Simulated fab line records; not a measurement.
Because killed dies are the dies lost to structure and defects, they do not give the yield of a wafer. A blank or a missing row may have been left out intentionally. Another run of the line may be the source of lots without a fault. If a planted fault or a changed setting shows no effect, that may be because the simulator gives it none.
Chamber matching | flow nandHarc | 4 sister chambers for NHARC_A_CHANNEL_FILL_D1_ALD_25 on aldHk-04
The step deposits SiOx, target thk 60 nm, pulse time 10 s, ald cycles 600. 4 wafers are shown with their chamber, then 10 later ones without.

== EACH WAFER AND ITS CHAMBER ==
wafer  | chamber | heaterPowerW (W)
L088.2 | 1       | 383
L088.1 | 0       | 523
L091.4 | 3       | 439
L091.2 | 2       | 498

== WAFERS WITHOUT THEIR CHAMBER ==
wafer  | heaterPowerW (W)
L091.3 | 381
L092.2 | 387
L092.5 | 507
L092.6 | 437
L095.1 | 512
L095.2 | 525
L095.4 | 394
L097.1 | 513
L097.2 | 443
L097.5 | 501

== CHAMBER TAKEN BY EACH ==
wafer  | from the rows above     | in truth
L091.3 | 1                       | 1
L092.2 | 1                       | 1
L092.5 | can't be placed: 2 or 0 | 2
L092.6 | 3                       | 3
L095.1 | can't be placed: 0 or 2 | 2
L095.2 | 0                       | 0
L095.4 | 1                       | 1
L097.1 | can't be placed: 0 or 2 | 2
L097.2 | 3                       | 3
L097.5 | 2                       | 2
Correct placement for 7 of the 10. Not placeable from these rows: 3 (in 3, the candidates include the true chamber). 0 placed wrongly.
How it was worked out, from the rows above alone: a wafer's distance from a chamber is the root of the sum, over the readings, of the square of ((its reading less the chamber's mean) divided by the reading's scatter). The wafer belongs to the nearest chamber; if the next one is less than 2 further off, it can't be placed. A chamber's mean is the mean of its shown wafers. The scatter: with one shown wafer a chamber, the root of the mean of the squares of how far each hidden wafer lies from its nearest shown one.
